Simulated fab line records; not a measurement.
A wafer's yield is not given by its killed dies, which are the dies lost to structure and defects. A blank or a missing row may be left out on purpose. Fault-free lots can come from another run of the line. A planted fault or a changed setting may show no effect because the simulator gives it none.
Chamber matching | flow n5 finfet | 3 sister chambers for N5_BEOL_M7_CURE_75 on uv cure-01
The step cures SiCOH lowk, time 120 s. 6 wafers are shown with their chamber, then 9 later ones without.

## EACH WAFER AND ITS CHAMBER
wafer  | chamber | wafer_temp_C_max | lamp power pct (%)
L078.5 | 1       | 371.5            | 52.26
L078.6 | 1       | 371.3            | 52.35
L079.5 | 0       | 372.3            | 52.31
L079.6 | 0       | 372.7            | 52.25
L087.4 | 2       | 371.6            | 52.28
L087.6 | 2       | 371.6            | 52.31

## WAFERS MISSING THEIR CHAMBER
wafer  | wafer_temp_C_max | lamp power pct (%)
L087.2 | 371.1            | 52.45
L087.3 | 371.9            | 52.30
L087.5 | 371.7            | 52.34
L089.1 | 372.0            | 52.28
L089.2 | 371.2            | 52.39
L089.5 | 371.1            | 52.26
L096.2 | 371.4            | 52.36
L096.3 | 371.2            | 52.32
L096.6 | 371.8            | 52.39

## EACH ONE'S CHAMBER
wafer  | from the rows above          | in truth
L087.2 | can't be placed: 1 or 2      | 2
L087.3 | can't be placed: 2 or 1 or 0 | 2
L087.5 | can't be placed: 2 or 1      | 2
L089.1 | can't be placed: 2 or 0 or 1 | 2
L089.2 | can't be placed: 1 or 2      | 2
L089.5 | can't be placed: 1 or 2      | 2
L096.2 | can't be placed: 1 or 2      | 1
L096.3 | can't be placed: 1 or 2      | 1
L096.6 | can't be placed: 2 or 1      | 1
Correctly placed: 0 of 9. These rows do not allow placing 9 (true chamber among the candidates in 9). 0 placed wrongly.
How it was worked out, from the rows above alone: a wafer's distance from a chamber is the root of the sum, over the readings, of the square of ((its reading less the chamber's mean) divided by the reading's scatter). The wafer belongs to the nearest chamber; if the next one is less than 2 further off, it can't be placed. For every chamber, the mean is computed from those of its wafers that are shown. The scatter is the square root of a quotient: the sum, over the shown wafers, of each reading's squared deviation from its chamber's mean, divided by wafers minus chambers.
